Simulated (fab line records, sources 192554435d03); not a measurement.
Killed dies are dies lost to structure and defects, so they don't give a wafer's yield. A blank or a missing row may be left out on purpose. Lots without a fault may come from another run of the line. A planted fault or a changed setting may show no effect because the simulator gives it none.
Chamber matching | flow n5_finfet | N5_BEOL_M4_ILD_DEP_00 on pecvd-01: 3 sister chambers
The step deposits SiOC from DEMS/O2, target thk 79 nm, time 15.3 s. 14 wafers are shown with their chamber, then 7 later ones without.

WAFERS WITH THEIR CHAMBER
wafer  | chamber | throttle_valve_pct (%) | heater_power_w (W) | rf_fwd_power_W (W)
L077.2 | 0       | 11.4                   | 402                | 492.2
L077.3 | 1       | 13.1                   | 443                | 491.5
L077.6 | 2       | 12.5                   | 342                | 492.3
L079.3 | 1       | 12.9                   | 389                | 491.3
L079.4 | 2       | 12.6                   | 394                | 495.6
L079.6 | 0       | 11.4                   | 399                | 497.2
L080.1 | 1       | 12.9                   | 421                | 492.6
L080.2 | 0       | 11.5                   | 338                | 491.7
L080.6 | 0       | 11.5                   | 343                | 492.3
L082.1 | 0       | 11.3                   | 356                | 493.5
L082.2 | 2       | 12.5                   | 364                | 495.2
L082.6 | 2       | 12.6                   | 362                | 493.0
L084.1 | 1       | 12.7                   | 431                | 492.0
L084.2 | 2       | 12.4                   | 390                | 496.4

SIGNATURES (means of the wafers above)
reading            | chamber 0 | chamber 1 | chamber 2 | scatter within a chamber
throttle_valve_pct | 11.420    | 12.900    | 12.520    | 0.111
heater_power_w     | 367.60    | 421.00    | 370.40    | 25.7
rf_fwd_power_W     | 493.380   | 491.850   | 494.500   | 1.74
Rule: a wafer's distance from a chamber is the root of the sum, over the readings, of the square of ((its reading less the chamber's mean) divided by the reading's scatter). The wafer belongs to the nearest chamber; if the next one is less than 2 further off, it can't be placed. The scatter: the root of (the sum of the squares of (reading less its chamber's mean) over the shown wafers, divided by (wafers less chambers)).

WAFERS WITHOUT THEIR CHAMBER
wafer  | throttle_valve_pct (%) | heater_power_w (W) | rf_fwd_power_W (W)
L084.5 | 11.7                   | 413                | 493.6
L083.1 | 13.2                   | 448                | 493.8
L083.3 | 11.5                   | 411                | 491.7
L083.5 | 11.4                   | 394                | 492.2
L090.1 | 12.7                   | 367                | 494.2
L090.4 | 12.6                   | 374                | 494.6
L090.5 | 12.8                   | 362                | 491.1

WHICH CHAMBER EACH WENT THROUGH
wafer  | from the rows above     | in truth
L084.5 | 0                       | 0
L083.1 | 1                       | 1
L083.3 | 0                       | 0
L083.5 | 0                       | 0
L090.1 | can't be placed: 2 or 1 | 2
L090.4 | 2                       | 2
L090.5 | can't be placed: 1 or 2 | 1
Placed correctly: 5 of 7. Can't be placed from these rows: 2 (the true chamber is among the candidates in 2). Placed wrongly: 0.
